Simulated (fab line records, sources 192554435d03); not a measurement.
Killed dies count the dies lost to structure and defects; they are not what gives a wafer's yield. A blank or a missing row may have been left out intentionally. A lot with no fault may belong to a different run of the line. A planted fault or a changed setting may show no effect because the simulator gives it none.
fab line records	flow n5-finfet
[record] lots = 5	wafers = 15	last-day = 15
route steps=1938 shown BEOL_M4@1099 BEOL_M5@1112 BEOL_M11@1536 PASSIVATION@1936
lots that met no fault: taken from a fault-free run of the same line
start-h: hours from the record's first day to the start of the lot's first wafer shown	wait-h: how many hours have passed since the lot's step before this one	" same as the row above	L1.1+2: a row that stands for several wafers	- no value, or no start was given	* or withheld: withheld	< > ~ a bound
route shown NAME@n: names a module that has steps shown in the file, with the first one's number in the route	usual: average and standard deviation across the fault-free wafers	same: alike in all rows	chamber/n: place in a boat	sites: each site's reading	_std_site: standard deviation of those values	_edge_site: mean of outer sites minus mean of inner sites	radius-mm: how far each site lies from the wafer's centre	mask NAME#n: copy n	behind: the last tool/chamber to shape the wafer	hold: why the lot went on hold/how many hours it stayed there/how the hold came to an end	device: the n, p or np transistor that did not switch	end of line: tests of these same wafers at the route's end	a step with no rows: only its recipe	killed: dies that structure and defects cost at the first sort, which is not the same as the wafer's yield	map: the dies of a wafer, with x for killed, . for not killed, _ for no die there
set.NAME: the run value of the setting; set.NAME@STEP: its run value at that earlier step	model.NAME: the simulator's own value behind a step, which no gauge read
lots at some steps of the route; a table a step, a row a wafer
services: the hour from which a tool's chamber was out of use, counted from the record's first day as start-h (under 0 if before that day), plus the number of hours and why
[[steps]]
[step N5_BEOL_M4_ANNEAL_95]
[recipe] temp-c = 400	time-s = 240	ambient = vacuum
[step N5_BEOL_M4_SPUTTER_96]
[recipe] material = Cu	target-thk-a = 45	temp-c = -20	chamber-pressure-pa = 0.07	power-w = withheld	time-s = 8.29
[step N5_BEOL_M4_ECD_50]
[recipe] material = Cu	target-thk-a = 3000
[step N5_BEOL_M4_ANNEAL_51]
[recipe] temp-c = 225	time-s = 90	ambient = N2
[step N5_BEOL_M4_CMP_52]
[recipe] stop-on = SiOC	t-overpolish-s = 6.8	down-force-psi = 1	platen-rpm = 50	clearing-platen-down-force-psi = 1.5	clearing-platen-rpm = 50	post-cmp-clean = cu-alkaline	target-thk-nm = 40	clearing-platen-pad-velocity-m-s = 0.99484	pad-velocity-m-s = 0.99484
[step N5_BEOL_M4_PRE_CLEAN_60]
[recipe] gas = NH3/H2	time-s = 15	temp-c = *	rf-power-w = 300
[step N5_BEOL_M4_CO_CAP_55]
[recipe] material = Co	target-thk-a = 20	temp-c = 200	precursor = CCTBA/H2	pressure-torr = 30	time-s = 102.1
[step N5_BEOL_M4_PRE_CLEAN_56]
[recipe] gas = NH3	time-s = 15	temp-c = withheld	rf-power-w = 300
[step N5_BEOL_M4_DEP_57]
[recipe] material = SiCN	target-thk-a = 80	temp-c = withheld	precursor = 3MS/NH3	pressure-torr = 3	rf-w = 202	time-s = 14
[step N5_BEOL_M4_RC_MEAS_101]
[usual] DIBL_N = 36.0/1.7	DIBL_P = 35.8/2	IOFF_N = 0.15/0.03	IOFF_P = 0.20/0.037	ION_N = 670/12	ION_P = 460/7.2	SS_N = 71.5/0.68	SS_P = 73.2/0.65	VT_N = 250/3.1	VT_P = -251/3.4
lot.wafer	tool	chamber	start-h	wait-h	DIBL_N[mV/V]	DIBL_P[mV/V]	IOFF_N[nA/um]	IOFF_P[nA/um]	ION_N[uA/um]	ION_P[uA/um]	SS_N[mV/dec]	SS_P[mV/dec]	VT_N[mV]	VT_P[mV]
L915.2	prober-01	0	237.66	0.2	34.9	33.6	0.13	0.19	654	455	71.2	72.4	252	-248
L915.5	"	0	"	"	34.3	33.0	0.12	0.18	659	460	70.6	73.1	252	-251
L915.6	"	0	"	"	36.8	36.2	0.15	0.21	660	450	71.4	73.0	250	-250
L917.3	prober-02	0	238.27	0.3	32.0	32.3	0.10	0.14	645	450	70.2	71.9	255	-254
L917.5	"	0	"	"	35.3	35.9	0.14	0.20	657	455	71.6	72.8	252	-251
L917.6	"	0	"	"	35.1	35.4	0.15	0.19	677	462	71.1	73.1	248	-253
L916.1	prober-01	0	243.61	0.0	38.3	37.8	0.17	0.24	676	469	72.2	74.1	251	-246
L916.2	"	0	"	"	35.9	35.9	0.14	0.22	669	463	71.9	73.5	251	-247
L916.4	"	0	"	"	36.1	33.7	0.13	0.18	646	451	71.4	72.9	254	-251
L918.2	prober-01	0	255.17	0.2	34.9	33.4	0.12	0.16	661	460	71.3	72.5	253	-253
L918.4	"	0	"	"	36.6	35.5	0.14	0.19	663	456	71.4	73.0	251	-250
L918.5	"	0	"	"	36.3	35.3	0.14	0.19	667	458	72.2	73.2	252	-251
L921.1	prober-01	0	265.91	0.0	35.6	35.1	0.14	0.18	663	456	71.6	72.6	254	-253
L921.2	"	0	"	"	35.8	35.0	0.15	0.17	677	455	70.8	73.5	250	-254
L921.5	"	0	"	"	34.4	33.4	0.13	0.16	659	453	70.7	72.2	253	-255
[step N5_BEOL_M5_ILD_DEP_00]
[recipe] material = SiCOH_lowk	target-thk-a = 1406.4	temp-c = 300	precursor = DEMS/porogen	pressure-torr = 5	rf-w = 500	time-s = 25.9
[step N5_BEOL_M5_CURE_79]
[recipe] temp-c = 385	time-s = 240	ambient = He/Ar	material = SiCOH_lowk
[step N5_BEOL_M5_PECVD_70]
[recipe] material = SiO2	target-thk-a = 160	temp-c = 400	precursor = TEOS/O2	pressure-torr = 5.5	rf-w = 450	teos-flow-sccm = 53.8	gas = O2	flow-sccm = 3000	time-s = 18
[step N5_BEOL_M5_HM_DEP_02]
[recipe] material = TiN	target-thk-a = 200	temp-c = 25	chamber-pressure-pa = 0.49996
[step N5_BEOL_M5_COAT_59]
[recipe] resist = SOC	temp-c = 250	time-s = 60	spin-rpm = 1500	resist-thk-nm = 60
[step N5_BEOL_M5_COAT_60]
[recipe] resist = SiARC	temp-c = 220	time-s = 60	spin-rpm = 1500	resist-thk-nm = 12
[step N5_BEOL_M5_COAT_71]
[recipe] resist = underlayer	temp-c = 205	time-s = 60	spin-rpm = 1500	resist-thk-nm = 5
[step N5_BEOL_M5_COAT_05]
[recipe] resist = CAR-EUV	spin-rpm = 1500	resist-thk-nm = 30
[step N5_BEOL_M5_EBR_07]
[recipe] solvent = PGMEA	ebr-width-mm = 1.5
[step N5_BEOL_M5_SOFTBAKE_06]
[recipe] temp-c = 110	time-s = 60	resist = CAR-EUV
[step N5_BEOL_M5_EXPOSE_08]
[recipe] mask-id = M5	na = 0.33	source-shape = annular	sigma-inner = 0.4	sigma-outer = 0.8	polarization = unpolarized	target-cd-nm = 28	dose-mj = 35.75
[step N5_BEOL_M5_PEB_09]
[recipe] peb-temp-c = 100	peb-time-s = 60	resist = CAR-EUV
[step N5_BEOL_M5_DEVELOP_10]
[recipe] develop-time-s = 30	developer = TMAH	resist = CAR-EUV	rinse-liquid = surfactant-rinse	dry = air-spin	dev-temp-c = 23
[step N5_BEOL_M5_DESCUM_16]
[recipe] chemistry = O2	time-s = 7	source-power-w = 50	bias-power-w = 20	pressure-mtorr = 20	rf-frequency-hz = 2.712e+07	temp-c = 40	resist = CAR-EUV	o2-flow-sccm = 225
[step N5_BEOL_M5_ETCH_72]
[recipe] chemistry = N2/H2	target = underlayer	target-depth-a = 65	mask-material = CAR-EUV	time-s = 5.2	ion-energy-ev = 200	pressure-mtorr = 30	source-w = 840	bias-w = 150	n2-flow-sccm = 200	h2-flow-sccm = 200	ends = cleared
[step N5_BEOL_M5_ETCH_61]
[recipe] chemistry = CF4	target = SiARC	target-depth-a = 156	mask-material = CAR-EUV	time-s = 26	ion-energy-ev = 80	pressure-mtorr = 40	source-w = 545	bias-w = 36	Ar_flow_sccm = 100	cf4-flow-sccm = 100	ends = cleared
[step N5_BEOL_M5_ETCH_62]
[recipe] chemistry = N2/H2	target = SOC	target-depth-a = 750	overetch-a = 150	mask-material = SiARC	temp-c = 40	time-s = 112.5	ion-energy-ev = 200	pressure-mtorr = 30	source-w = 840	bias-w = 150	n2-flow-sccm = 200	h2-flow-sccm = 200
[step N5_BEOL_M5_STRIP_63]
[recipe] chemistry = N2/H2	temp-c = 40	n2-flow-sccm = 200	h2-flow-sccm = 200	rf-frequency-hz = 6e+07
[step N5_BEOL_M5_STRIP_73]
[recipe] chemistry = N2/H2	temp-c = 40	n2-flow-sccm = 200	h2-flow-sccm = 200	rf-frequency-hz = 6e+07
[step N5_BEOL_M5_STRIP_64]
[recipe] chemistry = CF4	resist = SiARC	power-w = 300	bias-power-w = 75	pressure-mtorr = 50	cf4-flow-sccm = 150	rf-frequency-hz = 6e+07
[step N5_BEOL_M5_HM_OPEN_17]
[recipe] chemistry = Cl2/BCl3	target-depth-a = 200	overetch-a = 60	target = TiN	mask-material = SOC	ion-energy-ev = 150	pressure-mtorr = 10	icp-w = 1000	bias-w = 126	Cl2_flow_sccm = 53.25	bcl3-flow-sccm = 21.75	Ar_flow_sccm = 25
[step N5_BEOL_M5_STRIP_19]
[recipe] chemistry = O2	power-w = 400	temp-c = 40	pressure-mtorr = 30	rf-frequency-hz = 6e+07	bias-power-w = 0	overash-fraction = 0.2	o2-flow-sccm = 225
[step N5_BEOL_M5_COAT_65]
[recipe] resist = SOC	temp-c = 250	time-s = 60	spin-rpm = 1500	resist-thk-nm = 60
[step N5_BEOL_M5_COAT_66]
[recipe] resist = SiARC	temp-c = 220	time-s = 60	spin-rpm = 1500	resist-thk-nm = 12
[step N5_BEOL_M11_ILD_DEP_00]
[recipe] material = SiCOH_lowk	target-thk-a = 3085.1	temp-c = 300	precursor = DEMS/porogen	pressure-torr = 5	rf-w = 500	time-s = 58
[usual] heater-power-w = 312/44	run-length-s = 100.8/0.4	showerhead-plenum-p-Torr = 5.733/0.014	throttle-valve-pct = 13.7/0.75
lot.wafer	tool	chamber	start-h	wait-h	heater-power-w	run-length-s	showerhead-plenum-p-Torr	throttle-valve-pct	model.SiCOH_lowk_of_BEOL_M11_ILD_DEP_00.thk-nm
L915.2	pecvd-01	1	286.30	0.0	310	101.0	5.746	13.7	301.2
L915.5	"	1	"	"	320	101.7	5.720	13.7	305.8
L915.6	"	0	"	"	356	101.3	5.712	13.8	308
L917.3	pecvd-01	1	288.01	0.0	273	101.3	5.728	13.8	307.4
L917.5	"	0	"	"	353	140.3	5.715	13.9	518.6
L917.6	"	2	"	"	268	100.6	5.735	13.2	304.4
L916.1	pecvd-04	1	296.44	0.0	359	100.3	5.735	13.0	305
L916.2	"	0	"	"	270	100.4	5.737	14.9	302.4
L916.4	"	1	"	"	367	100.5	5.740	12.9	308.2
L918.2	pecvd-01	0	309.26	0.0	359	100.5	5.711	14.0	304
L918.4	"	2	"	"	223	100.3	5.741	13.2	307.6
L918.5	"	1	"	"	290	140.6	5.718	14.0	517.4
L921.1	pecvd-01	1	319.31	0.0	257	141.5	5.717	13.5	506
L921.2	"	2	"	"	266	100.5	5.724	13.5	300.4
L921.5	"	0	"	"	353	140.3	5.702	14.0	519.2
[step N5_BEOL_M11_THK_MEAS_01]
[recipe] reads = SiCOH_lowk_of_BEOL_M11_ILD_DEP_00
[usual] M11_ILD_THK = 268/3.6
lot.wafer	tool	chamber	start-h	wait-h	M11_ILD_THK[nm]
L915.2	film-metro-02	-	287.03	0.4	261
L915.5	"	-	"	"	266
L915.6	"	-	"	"	267
L917.3	film-metro-02	-	288.61	0.3	267
L917.5	"	-	"	"	456
L917.6	"	-	"	"	264
L916.1	film-metro-02	-	297.03	0.4	265
L916.2	"	-	"	"	263
L916.4	"	-	"	"	268
L918.2	film-metro-02	-	310.33	0.7	264
L918.4	"	-	"	"	267
L918.5	"	-	"	"	455
L921.1	film-metro-02	-	319.90	0.4	444
L921.2	"	-	"	"	261
L921.5	"	-	"	"	456
[step N5_BEOL_M11_CMP_52]
[recipe] stop-on = SiCOH_lowk	t-overpolish-s = 7	down-force-psi = 1	platen-rpm = 50	clearing-platen-down-force-psi = 1.5	clearing-platen-rpm = 50	post-cmp-clean = cu-alkaline	target-thk-nm = 140	clearing-platen-pad-velocity-m-s = 0.99484	pad-velocity-m-s = 0.99484
[usual] edge-zone-pressure-frac = 1.000/0.0052	motor-current-A = 6.0/0.48	platen-rpm = 50.00/0.035
lot.wafer	tool	chamber	start-h	wait-h	edge-zone-pressure-frac	motor-current-A	platen-rpm	model.SiCOH_lowk_of_BEOL_M11_ILD_DEP_00.thk-nm
L915.2	cmp-02	2	293.46	0.3	0.999	6.8	49.99	258.6
L915.6	"	0	"	"	0.997	6.5	50.01	264.6
L915.5	"	1	"	"	0.997	6.3	49.98	262.6
L917.3	cmp-02	2	295.84	0.5	0.999	6.8	49.99	264
L917.6	"	3	"	"	0.991	5.4	50.06	261.4
L917.5	"	0	"	"	0.998	6.4	49.97	452.6
L916.1	cmp-03	3	302.67	0.3	0.993	5.3	49.93	261.8
L916.4	"	0	"	"	0.998	5.9	50.01	264.8
L916.2	"	2	"	"	0.995	5.5	50.06	259.6
L918.4	cmp-03	2	318.56	0.1	0.996	5.2	49.99	264.2
L918.2	"	1	"	"	1.000	6.3	50.03	261
L918.5	"	2	"	"	1.002	5.4	49.96	451.6
L921.2	cmp-04	3	326.03	0.2	0.998	6.5	49.97	257.8
L921.1	"	1	"	"	0.993	6.0	49.96	441.4
L921.5	"	2	"	"	0.999	6.1	50.01	453.4
[step N5_PASSIVATION_PROBE_49]
[usual] defect-limited-yield = 91.4/1.5	killed_at_M0_to_M3 = 32/9.8	killed_at_M4_up = 15/5.6	killed-at-contacts = 12/5.4	killed-at-front-end = 40/13	killed-at-other = 3.0/2.1	killed-dies = 102/17	killed-on-rim = 14/4.4	killed-open = 67/13	killed-short = 32/7.1	sort_bin_5_function = 5.1/0.96	sort_bin_6_memory = 3.2/0.7	sort-n-pass = 1078/18	sort-yield-pct = 91.3/1.5
[same] gross-dies = 1180	killed-at-back-side = 0	sort_bin_4_leakage[%] = 0	sort_bin_8_speed[%] = 0
lot.wafer	tool	chamber	start-h	wait-h	defect-limited-yield[%]	killed_at_M0_to_M3	killed_at_M4_up	killed-at-contacts	killed-at-front-end	killed-at-other	killed-dies	killed-on-rim	killed-open	killed-short	sort_bin_5_function[%]	sort_bin_6_memory[%]	sort-n-pass	sort-yield-pct[%]
L915.2	prober-01	-	347.49	0.1	88.7	35	30	22	40	6	133	19	86	43	6.9	4.2	1047	88.7
L915.5	prober-01	-	347.64	0.2	92.1	43	15	14	20	1	93	10	69	23	4.1	3.6	1087	92.1
L915.6	prober-01	-	347.69	0.3	90.6	48	20	7	28	8	111	12	69	39	6.0	3.1	1069	90.6
L916.1	prober-02	-	352.40	0.0	93.0	27	10	14	27	5	83	12	54	26	4.4	2.3	1097	93.0
L916.2	prober-02	-	352.45	0.1	93.9	30	10	10	22	0	72	12	45	23	3.4	2.5	1108	93.9
L916.4	prober-02	-	352.55	0.2	92.5	30	15	8	31	4	88	11	55	31	4.4	2.9	1092	92.5
L917.3	prober-01	-	352.58	0.1	91.6	38	6	9	40	6	99	14	51	41	4.0	3.9	1081	91.6
L917.5	prober-01	-	352.68	0.2	0	40	1044	26	67	3	1180	152	112	34	94.7	5.1	0	0
L917.6	prober-01	-	352.73	0.3	87.7	56	17	14	54	4	145	21	100	44	7.5	4.4	1035	87.7
L918.2	prober-02	-	359.85	0.1	91.1	22	28	12	41	2	105	12	69	35	5.8	3.0	1075	91.1
L918.4	prober-02	-	359.95	0.2	92.0	31	15	10	34	4	94	10	65	25	5.1	2.2	1086	92.0
L918.5	prober-02	-	360.00	0.2	0	9	1115	10	43	3	1180	152	64	22	96.4	3.3	0	0
L921.1	prober-02	-	369.80	0.0	0	38	1076	22	42	2	1180	152	74	38	95.7	4.2	0	0
L921.2	prober-02	-	369.85	0.1	89.2	39	16	7	61	4	127	22	85	38	6.0	4.3	1053	89.2
L921.5	prober-02	-	370.00	0.2	0	37	1087	20	32	4	1180	152	69	32	96.4	3.3	0	0
// killed by level:class
L915.2 MOL_CONTACT_COAG:geometric-particle:open=17 FIN_SAQP:geometric-particle:short=13 BEOL_M4:geometric-particle:open=10 BEOL_M3:geometric-particle:open=9 BEOL_M0_SAQP:geometric-particle:short=8 BEOL_M1:geometric-particle:open=7 STI_FIN_REVEAL:geometric-particle:open=6 DUMMY_GATE:geometric-particle:open=6
L915.5 BEOL_M3:geometric-particle:open=14 MOL_CONTACT_COAG:geometric-particle:open=13 BEOL_M0_SAQP:geometric-particle:open=7 FIN_SAQP:geometric-particle:short=6 BEOL_M2:geometric-particle:open=5 BEOL_M0_SAQP:geometric-particle:short=4 BEOL_M1:geometric-particle:open=4 BEOL_M4:geometric-particle:open=4
L915.6 BEOL_M0_SAQP:geometric-particle:short=11 BEOL_M0:geometric-particle:open=9 BEOL_M3:geometric-particle:open=8 MOL_CONTACT_COAG:geometric-particle:open=7 STARTING-WAFER:geometric-particle:short=6 FIN_SAQP:geometric-particle:open=5 DUMMY_GATE:geometric-particle:open=5 BEOL_M1:geometric-particle:open=5
L916.1 MOL_CONTACT_COAG:geometric-particle:open=14 BEOL_M0_SAQP:geometric-particle:open=7 FIN_SAQP:geometric-particle:short=6 BEOL_M3:geometric-particle:open=6 STI_FIN_REVEAL:geometric-particle:open=4 FIN_SAQP:geometric-particle:open=3 STI_FIN_REVEAL:geometric-particle:short=3 GATE_CUT:geometric-particle:short=3
L916.2 BEOL_M0_SAQP:geometric-particle:short=10 MOL_CONTACT_COAG:geometric-particle:open=8 FIN_SAQP:geometric-particle:short=5 BEOL_M0_SAQP:geometric-particle:open=5 FIN_SAQP:geometric-particle:open=4 BEOL_M2:geometric-particle:open=4 BEOL_M3:geometric-particle:open=4 DUMMY_GATE:geometric-particle:open=3
L916.4 BEOL_M0_SAQP:geometric-particle:short=13 GATE_CUT:geometric-particle:open=7 STI_FIN_REVEAL:geometric-particle:open=5 BEOL_M3:geometric-particle:open=5 BEOL_M8:geometric-particle:open=5 GATE_CUT:geometric-particle:short=4 MOL_CONTACT_COAG:geometric-particle:open=4 ILD0:geometric-particle:short=3
L917.3 FIN_SAQP:geometric-particle:short=11 BEOL_M0_SAQP:geometric-particle:short=10 BEOL_M0_SAQP:geometric-particle:open=9 STI_FIN_REVEAL:geometric-particle:open=8 MOL_CONTACT_COAG:geometric-particle:open=6 HKMG_FIN:area-etch=5 BEOL_M0:geometric-particle:open=4 DUMMY_GATE:geometric-particle:open=3
L917.5 BEOL_M11:area-etch=1033 STI_FIN_REVEAL:geometric-particle:open=21 MOL_CONTACT_COAG:geometric-particle:open=21 FIN_SAQP:geometric-particle:open=20 FIN_SAQP:geometric-particle:short=9 BEOL_M3:geometric-particle:open=9 BEOL_M1:geometric-particle:open=7 BEOL_M0_SAQP:geometric-particle:short=6
L917.6 STI_FIN_REVEAL:geometric-particle:open=16 BEOL_M2:geometric-particle:open=12 MOL_CONTACT_COAG:geometric-particle:open=11 BEOL_M3:geometric-particle:open=10 FIN_SAQP:geometric-particle:open=8 BEOL_M2:geometric-particle:short=8 BEOL_M0_SAQP:geometric-particle:short=7 BEOL_M0_SAQP:geometric-particle:open=7
L918.2 FIN_SAQP:geometric-particle:open=13 MOL_CONTACT_COAG:geometric-particle:open=9 BEOL_M3:geometric-particle:open=6 BEOL_M4:geometric-particle:open=6 BEOL_M0_SAQP:geometric-particle:open=5 BEOL_M0_SAQP:geometric-particle:short=5 BEOL_M5:geometric-particle:open=5 BEOL_M4:geometric-particle:short=5
L918.4 MOL_CONTACT_COAG:geometric-particle:open=9 FIN_SAQP:geometric-particle:open=8 BEOL_M3:geometric-particle:open=8 BEOL_M4:geometric-particle:open=7 BEOL_M2:geometric-particle:open=6 FIN_SAQP:geometric-particle:short=5 BEOL_M0_SAQP:geometric-particle:open=5 GATE_CUT:geometric-particle:short=4
L918.5 BEOL_M11:area-etch=1094 FIN_SAQP:geometric-particle:open=18 MOL_CONTACT_COAG:geometric-particle:open=10 GATE_CUT:geometric-particle:short=8 FIN_SAQP:geometric-particle:short=7 GATE_CUT:geometric-particle:open=5 BEOL_M4:geometric-particle:open=4 BEOL_M2:geometric-particle:open=3
L921.1 BEOL_M11:area-etch=1067 MOL_CONTACT_COAG:geometric-particle:open=18 STI_FIN_REVEAL:geometric-particle:open=14 BEOL_M0_SAQP:geometric-particle:open=11 BEOL_M0_SAQP:geometric-particle:short=11 FIN_SAQP:geometric-particle:short=10 BEOL_M1:geometric-particle:open=6 FIN_SAQP:geometric-particle:open=5
L921.2 STI_FIN_REVEAL:geometric-particle:open=23 BEOL_M0_SAQP:geometric-particle:open=10 FIN_SAQP:geometric-particle:open=9 BEOL_M2:geometric-particle:open=9 STI_FIN_REVEAL:geometric-particle:short=7 BEOL_M0_SAQP:geometric-particle:short=7 FIN_SAQP:geometric-particle:short=6 MOL_CONTACT_COAG:geometric-particle:open=6
L921.5 BEOL_M11:area-etch=1078 MOL_CONTACT_COAG:geometric-particle:open=17 STI_FIN_REVEAL:geometric-particle:open=13 BEOL_M0_SAQP:geometric-particle:short=9 BEOL_M1:geometric-particle:open=8 BEOL_M2:geometric-particle:open=7 FIN_SAQP:geometric-particle:open=5 GATE_CUT:geometric-particle:short=4
// map L917.5 (x killed, . not)
_________________xxxxxxxxxxxx________________
______________xxxxxxxxxxxxxxxxxx_____________
___________xxxxxxxxxxxxxxxxxxxxxxxx__________
__________xxxxxxxxxxxxxxxxxxxxxxxxxx_________
________xxxxxxxxxxxxxxxxxxxxxxxxxxxxxx_______
_______xxxxxxxxxxxxxxxxxxxxxxxxxxxxxxxx______
______xxxxxxxxxxxxxxxxxxxxxxxxxxxxxxxxxx_____
_____xxxxxxxxxxxxxxxxxxxxxxxxxxxxxxxxxxxx____
____xxxxxxxxxxxxxxxxxxxxxxxxxxxxxxxxxxxxxx___
___xxxxxxxxxxxxxxxxxxxxxxxxxxxxxxxxxxxxxxxx__
___xxxxxxxxxxxxxxxxxxxxxxxxxxxxxxxxxxxxxxxx__
__xxxxxxxxxxxxxxxxxxxxxxxxxxxxxxxxxxxxxxxxxx_
__xxxxxxxxxxxxxxxxxxxxxxxxxxxxxxxxxxxxxxxxxx_
_xxxxxxxxxxxxxxxxxxxxxxxxxxxxxxxxxxxxxxxxxxxx
_xxxxxxxxxxxxxxxxxxxxxxxxxxxxxxxxxxxxxxxxxxxx
_xxxxxxxxxxxxxxxxxxxxxxxxxxxxxxxxxxxxxxxxxxxx
_xxxxxxxxxxxxxxxxxxxxxxxxxxxxxxxxxxxxxxxxxxxx
_xxxxxxxxxxxxxxxxxxxxxxxxxxxxxxxxxxxxxxxxxxxx
_xxxxxxxxxxxxxxxxxxxxxxxxxxxxxxxxxxxxxxxxxxxx
_xxxxxxxxxxxxxxxxxxxxxxxxxxxxxxxxxxxxxxxxxxxx
_xxxxxxxxxxxxxxxxxxxxxxxxxxxxxxxxxxxxxxxxxxxx
__xxxxxxxxxxxxxxxxxxxxxxxxxxxxxxxxxxxxxxxxxx_
__xxxxxxxxxxxxxxxxxxxxxxxxxxxxxxxxxxxxxxxxxx_
___xxxxxxxxxxxxxxxxxxxxxxxxxxxxxxxxxxxxxxxx__
___xxxxxxxxxxxxxxxxxxxxxxxxxxxxxxxxxxxxxxxx__
____xxxxxxxxxxxxxxxxxxxxxxxxxxxxxxxxxxxxxx___
_____xxxxxxxxxxxxxxxxxxxxxxxxxxxxxxxxxxxx____
______xxxxxxxxxxxxxxxxxxxxxxxxxxxxxxxxxx_____
_______xxxxxxxxxxxxxxxxxxxxxxxxxxxxxxxx______
________xxxxxxxxxxxxxxxxxxxxxxxxxxxxxx_______
__________xxxxxxxxxxxxxxxxxxxxxxxxxx_________
___________xxxxxxxxxxxxxxxxxxxxxxxx__________
______________xxxxxxxxxxxxxxxxxx_____________
_________________xxxxxxxxxxxx________________
// map L918.5 (x killed, . not)
_________________xxxxxxxxxxxx________________
______________xxxxxxxxxxxxxxxxxx_____________
___________xxxxxxxxxxxxxxxxxxxxxxxx__________
__________xxxxxxxxxxxxxxxxxxxxxxxxxx_________
________xxxxxxxxxxxxxxxxxxxxxxxxxxxxxx_______
_______xxxxxxxxxxxxxxxxxxxxxxxxxxxxxxxx______
______xxxxxxxxxxxxxxxxxxxxxxxxxxxxxxxxxx_____
_____xxxxxxxxxxxxxxxxxxxxxxxxxxxxxxxxxxxx____
____xxxxxxxxxxxxxxxxxxxxxxxxxxxxxxxxxxxxxx___
___xxxxxxxxxxxxxxxxxxxxxxxxxxxxxxxxxxxxxxxx__
___xxxxxxxxxxxxxxxxxxxxxxxxxxxxxxxxxxxxxxxx__
__xxxxxxxxxxxxxxxxxxxxxxxxxxxxxxxxxxxxxxxxxx_
__xxxxxxxxxxxxxxxxxxxxxxxxxxxxxxxxxxxxxxxxxx_
_xxxxxxxxxxxxxxxxxxxxxxxxxxxxxxxxxxxxxxxxxxxx
_xxxxxxxxxxxxxxxxxxxxxxxxxxxxxxxxxxxxxxxxxxxx
_xxxxxxxxxxxxxxxxxxxxxxxxxxxxxxxxxxxxxxxxxxxx
_xxxxxxxxxxxxxxxxxxxxxxxxxxxxxxxxxxxxxxxxxxxx
_xxxxxxxxxxxxxxxxxxxxxxxxxxxxxxxxxxxxxxxxxxxx
_xxxxxxxxxxxxxxxxxxxxxxxxxxxxxxxxxxxxxxxxxxxx
_xxxxxxxxxxxxxxxxxxxxxxxxxxxxxxxxxxxxxxxxxxxx
_xxxxxxxxxxxxxxxxxxxxxxxxxxxxxxxxxxxxxxxxxxxx
__xxxxxxxxxxxxxxxxxxxxxxxxxxxxxxxxxxxxxxxxxx_
__xxxxxxxxxxxxxxxxxxxxxxxxxxxxxxxxxxxxxxxxxx_
___xxxxxxxxxxxxxxxxxxxxxxxxxxxxxxxxxxxxxxxx__
___xxxxxxxxxxxxxxxxxxxxxxxxxxxxxxxxxxxxxxxx__
____xxxxxxxxxxxxxxxxxxxxxxxxxxxxxxxxxxxxxx___
_____xxxxxxxxxxxxxxxxxxxxxxxxxxxxxxxxxxxx____
______xxxxxxxxxxxxxxxxxxxxxxxxxxxxxxxxxx_____
_______xxxxxxxxxxxxxxxxxxxxxxxxxxxxxxxx______
________xxxxxxxxxxxxxxxxxxxxxxxxxxxxxx_______
__________xxxxxxxxxxxxxxxxxxxxxxxxxx_________
___________xxxxxxxxxxxxxxxxxxxxxxxx__________
______________xxxxxxxxxxxxxxxxxx_____________
_________________xxxxxxxxxxxx________________
[[services]]
tool	chamber	start-h	hours	kind
cmp-03	-	273.75	2.2	repair
cmp-03	-	287.06	0.3	repair
cmp-04	-	291.40	4.0	pm
cmp-04	-	295.40	-	consumable-replace:conditioner
cmp-04	-	295.40	-	consumable-replace:pad
cmp-03	-	320.24	0.8	repair
cmp-03	-	322.89	7.7	pm
[[key]]
[first-sign] step = N5_BEOL_M11_ILD_DEP_00	reading = run-length-s	direction = up	sigmas = 99+	usual = *	struck = *
[effect] step = N5_BEOL_M11_THK_MEAS_01	reading = M11_ILD_THK	direction = up	sigmas = 52	usual = 268	struck = 453
[effect] step = N5_PASSIVATION_PROBE_49	reading = killed_at_M4_up	direction = up	sigmas = 99+	usual = 15	struck = 1080
[model-effect] step = N5_BEOL_M11_ILD_DEP_00	value = SiCOH_lowk_of_BEOL_M11_ILD_DEP_00.thk-nm	without = 308.6	struck = 515.3
[model-effect] step = N5_BEOL_M11_CMP_52	value = SiCOH_lowk_of_BEOL_M11_ILD_DEP_00.thk-nm	without = 265.1	struck = 449.8
[more-kills-born-at] N5_BEOL_M11_ETCH_41@rie-diel-05 = 2145	N5_BEOL_M11_ETCH_41@rie-diel-01 = 1094	N5_BEOL_M11_ETCH_41@rie-diel-06 = 1033
met-at N5_BEOL_M11_ILD_DEP_00
struck-wafers L917.5,L918.5,L921.1,L921.5
later-rows-left-out L917.5,L918.5,L921.1,L921.5
onset-between 286.30 288.01
[fault] kind = process-parameter-drift	tool = pecvd-01	chamber = -	onset-h = 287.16	steps = N5_BEOL_M11_ILD_DEP_00	channel = time-s	offset = *	shape = step	end-h = 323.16	scope = struck-wafers-only	acts-in = *	stated = *
// later-rows-left-out: the simulator's readings of these wafers behind a module that went badly wrong aren't trusted and aren't shown, but for the sort
